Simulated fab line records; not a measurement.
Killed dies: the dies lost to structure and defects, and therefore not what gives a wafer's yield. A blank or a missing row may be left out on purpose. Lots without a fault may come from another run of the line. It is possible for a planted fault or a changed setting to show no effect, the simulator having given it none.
A struck lot beside a sound one :: flow nand-harc :: 39 out of 1302 route steps
Sound: wafers L538.3, L538.5, L538.6. Wafers L547.2, L547.3, L547.6 were the ones struck. The cause comes at the end.
Each step with rows lists, per side, the tool, then ch with its chambers, then its first start. Under that, the readings that differ: sound wafers :: struck wafers :: difference of the means :: sigmas: that difference in standard deviations of wafers without a fault.
alike: same words and numbers on both sides, and readings whose means sit less than 2 such deviations apart. not compared: any withheld reading, any reading some wafer has no value for, any bound like >300 that may hide the same value, and any number with overlapping values for which the record gives no deviation.
A row with sigmas, a row that says differs or no value, or rows on one side alone: a step with any of these is where the two part. Non-overlapping numbers with no deviation appear without sigmas and do not part them. A reading that every wafer of one side lacks parts them only if that side has two wafers or more.

NHARC_P_M1_OVL_MEAS_10: pitch 260 nm.
  struck on overlay-02, day 11 08:56; sound on overlay-02, day 7 12:08
reading: overlay-y-nm (nm)
sound: -1.4 -1.5 -1.2
struck: 0.1 0.7 1.2
difference: +2.0
sigmas: +3
  alike: overlay-x-nm
NHARC_P_M1_INSPECT_11:
  struck on defect-inspect-02, day 11 08:58; sound on defect-inspect-02, day 7 12:10
  alike: raw-defect-count
then, 3 steps without rows for these wafers: NHARC_P_M1_DESCUM_14 (chemistry O2, time 3 s); NHARC_P_M1_ETCH_35 (etches the open film in N2/H2, target depth 40 nm, overetch 12 nm, time 43.94 s); NHARC_P_M1_ETCH_15 (etches the open film in C4F8/Ar, target depth 182.5 nm, time 91.2 s).
NHARC_P_M1_CD_MEAS_16:
  struck on cd-sem-03, day 11 09:23; sound on cd-sem-01, day 7 12:32
  alike: cd-nm
NHARC_P_M1_STRIP_18: strips in N2/H2.
  sound on rie-diel-13 ch 0,3, day 7 12:36; struck on rie-diel-04 ch 0,2,3, day 11 09:31
  alike: drypump-motor-current-A, n2-flow-sccm, oes-product-au, rf-vpp-V, showerhead-plenum-p-Torr, throttle-valve-pct
  not compared: rf-hours-counter-h
NHARC_P_M1_ETCH_28: etches the open film in CF4/N2, target depth 30 nm, time 72.99 s.
  sound: rie-diel-13 ch 0,2,3; struck: rie-diel-04 ch 1,2,3
reading: n2-flow-sccm (sccm)
sound: 100.3 100.3 100.1
struck: 99.0 99.4 99.8
difference: -0.8
sigmas: -3
  alike: drypump-motor-current-A, oes-product-au, rf-vpp-V, showerhead-plenum-p-Torr, throttle-valve-pct
  not compared: rf-hours-counter-h
then, 4 steps without rows for these wafers: NHARC_P_M1_STRIP_19 (strips in post etch residue remover, time 600 s); NHARC_P_M1_DEGAS_29 (time 60 s); NHARC_P_M1_PRE_CLEAN_30 (time 30 s); NHARC_P_M1_PVD_20 (deposits TaN, target thk 5 nm, time 8.06 s).
NHARC_P_M1_PVD_21: deposits Cu, target thk 30 nm, time 20.49 s.
  struck on pvd-sputter-02, day 11 10:22; sound on pvd-sputter-03, day 7 13:28
  alike: cathode-dc-power-W, throttle-valve-pct
then, 2 steps without rows for these wafers: NHARC_P_M1_ECD_22 (material Cu, target thk 400 nm); NHARC_P_M1_ANNEAL_31 (time 90 s).
NHARC_P_M1_CMP_23: polishes, t overpolish 20 s, target thk 157.82 nm.
  sound on cmp-03 ch 1,2,3, day 7 14:23; struck on cmp-04 ch 0,1,2, day 11 11:18
  alike: motor-current-A, time-to-endpoint-s
then, 13 steps without rows for these wafers: NHARC_P_M1_SRD_25; NHARC_P_M1_PRE_CLEAN_32 (time 12 s); NHARC_P_M1_DEP_33 (deposits SiCN, target thk 30 nm); NHARC_P_M2_DEP_00 (deposits SiOC, target thk 182.5 nm); NHARC_P_M2_DEHYDRATE_01 (time 120 s); NHARC_P_M2_HMDS_02 (time 30 s); NHARC_P_M2_COAT_34 (time 65 s); NHARC_P_M2_COAT_03 (resist thk 90 nm); NHARC_P_M2_SOFTBAKE_04 (time 55 s); NHARC_P_M2_EBR_05; NHARC_P_M2_EXPOSE_06 (exposes mask P M2, target cd 170 nm); NHARC_P_M2_PEB_07 (peb time 65 s); NHARC_P_M2_DEVELOP_08 (develop time 35 s).
NHARC_P_M2_CD_MEAS_09 targets a cd of 170 nm.
  sound on cd-sem-01 ch 0, day 7 16:12; struck on cd-sem-03 ch 0, day 11 12:59
  alike: cd-nm
NHARC_P_M2_OVL_MEAS_10: pitch 340 nm.
  struck on overlay-01, day 11 13:05; sound on overlay-02, day 7 16:17
  alike: overlay-x-nm, overlay-y-nm
NHARC_P_M2_DESCUM_14: chemistry O2, time 3 s.
  sound on rie-diel-02 ch 2,3, day 7 16:23; struck on rie-diel-10 ch 2,3, day 11 13:11
  alike: drypump-motor-current-A, oes-product-au, rf-vpp-V, showerhead-plenum-p-Torr, throttle-valve-pct
  not compared: rf-hours-counter-h
then, 2 steps without rows for these wafers: NHARC_P_M2_ETCH_35 (etches the open film in N2/H2, target depth 40 nm, overetch 12 nm, time 43.94 s); NHARC_P_M2_ETCH_15 (etches the open film in C4F8/Ar, target depth 182.5 nm, time 91.2 s).
NHARC_P_M2_CD_MEAS_16:
  struck on cd-sem-01, day 11 13:29; sound on cd-sem-03, day 7 16:41
  alike: cd-nm
NHARC_P_M2_STRIP_18: strips in N2/H2.
  sound on rie-diel-02 ch 0,1,2, day 7 16:49; struck on rie-diel-02 ch 2,3, day 11 13:34
  alike: drypump-motor-current-A, n2-flow-sccm, oes-product-au, rf-vpp-V, showerhead-plenum-p-Torr, throttle-valve-pct
  not compared: rf-hours-counter-h
then, 2 steps without rows for these wafers: NHARC_P_M2_ETCH_28 (etches the open film in CF4/N2, target depth 30 nm, time 72.99 s); NHARC_P_M2_STRIP_19 (strips in post etch residue remover, time 600 s).
-- the record jumps here: 19 days lie between the struck wafers' starts before and after (it left off in module P_M2 and takes up again in module END, whose first step shown is number 1302 of the route) --
NHARC_END_SORT_01:
  only the struck wafers appear in the record here, on prober-02 ch 0 at day 30 17:08; the sound ones have no rows

WHERE THEY PART
At NHARC_P_M1_OVL_MEAS_10 first; at NHARC_END_SORT_01 last (within this record only).

WHY: what the simulator had put in
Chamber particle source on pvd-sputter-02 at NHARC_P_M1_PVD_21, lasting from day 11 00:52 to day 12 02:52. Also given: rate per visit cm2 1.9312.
